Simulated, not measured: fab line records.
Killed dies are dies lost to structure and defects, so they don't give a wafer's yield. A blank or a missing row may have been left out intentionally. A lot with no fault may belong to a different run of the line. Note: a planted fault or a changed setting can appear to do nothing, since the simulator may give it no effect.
Which tool is to blame?    flow n5-finfet    11 lots with 31 wafers sampled at 3 steps, on a route of 1938 steps

== WHAT EACH GAUGE READ, for each wafer ==
N5_BEOL_M9_INSPECT_13: inspects for defects (brightfield).
lot   measured      on                 raw-defect-count
L646  day 11 04:49  defect-inspect-01  445 352 405
L648  day 11 08:06  defect-inspect-01  435 360 502
L650  day 12 00:40  defect-inspect-02  430 311 410
L652  day 12 13:20  defect-inspect-02  277 478
L651  day 12 17:26  defect-inspect-02  446 389 437
L653  day 12 19:53  defect-inspect-02  517 374 511
L655  day 13 03:30  defect-inspect-02  483 438 381
L657  day 14 03:55  defect-inspect-02  518 371
L660  day 14 19:42  defect-inspect-01  267 344 337
L664  day 14 22:16  defect-inspect-01  304 363 380
L665  day 16 00:35  defect-inspect-02  390 542 483

== TOOL THAT RAN EACH LOT (tool first, then ch and the chambers of the sampled wafers, then the start) ==
lot   N5_BEOL_M8_CMP_52              N5_BEOL_M9_EXPOSE_08
L646  cmp-01 ch 1,2, day 11 01:05    arfi-scanner-03 ch 0, day 11 04:39
L648  cmp-03 ch 0,1, day 11 05:13    arfi-scanner-03 ch 0, day 11 07:55
L650  cmp-04 ch 0,2,3, day 11 21:09  arfi-scanner-02 ch 0, day 12 00:29
L652  cmp-01 ch 0,1, day 12 10:58    arfi-scanner-02 ch 0, day 12 13:10
L651  cmp-01 ch 1,2, day 12 14:16    arfi-scanner-01 ch 0, day 12 17:16
L653  cmp-03 ch 0,2, day 12 16:05    arfi-scanner-02 ch 0, day 12 19:43
L655  cmp-04 ch 0,1,3, day 13 01:07  arfi-scanner-02 ch 0, day 13 03:19
L657  cmp-01 ch 0,2, day 14 01:29    arfi-scanner-01 ch 0, day 14 03:44
L660  cmp-01 ch 0,1, day 14 17:25    arfi-scanner-02 ch 0, day 14 19:32
L664  cmp-01 ch 0,3, day 14 19:20    arfi-scanner-01 ch 0, day 14 22:06
L665  cmp-04 ch 1,2, day 15 21:10    arfi-scanner-01 ch 0, day 16 00:24
- N5_BEOL_M8_CMP_52: polishes, stops on SiCOH lowk, t overpolish 6.9 s, target thk 80 nm.
- N5_BEOL_M9_EXPOSE_08: exposes mask M9.

== THE ANSWER, worked out from the rows above alone ==
Rule: usual is defined by the lots themselves. The widest of any qualifying gaps counts: lots, ordered by their means at a reading, are off when they make up no more than a third of the lots, leave a main group of 4 or more, and stand apart from it by 3 or more times the standard deviation of that group's means. A main group whose means are all the same, to the digits that the tables above print for the reading, isn't used. A lot without any number at a reading at which 4 lots or more have one is off too. Where the step has rows for the other lots, those lots are counted as sound.
Across all readings shown, no lot is off: no conclusion can be drawn from this.

== WHAT THE SIMULATOR HAD INSERTED ==
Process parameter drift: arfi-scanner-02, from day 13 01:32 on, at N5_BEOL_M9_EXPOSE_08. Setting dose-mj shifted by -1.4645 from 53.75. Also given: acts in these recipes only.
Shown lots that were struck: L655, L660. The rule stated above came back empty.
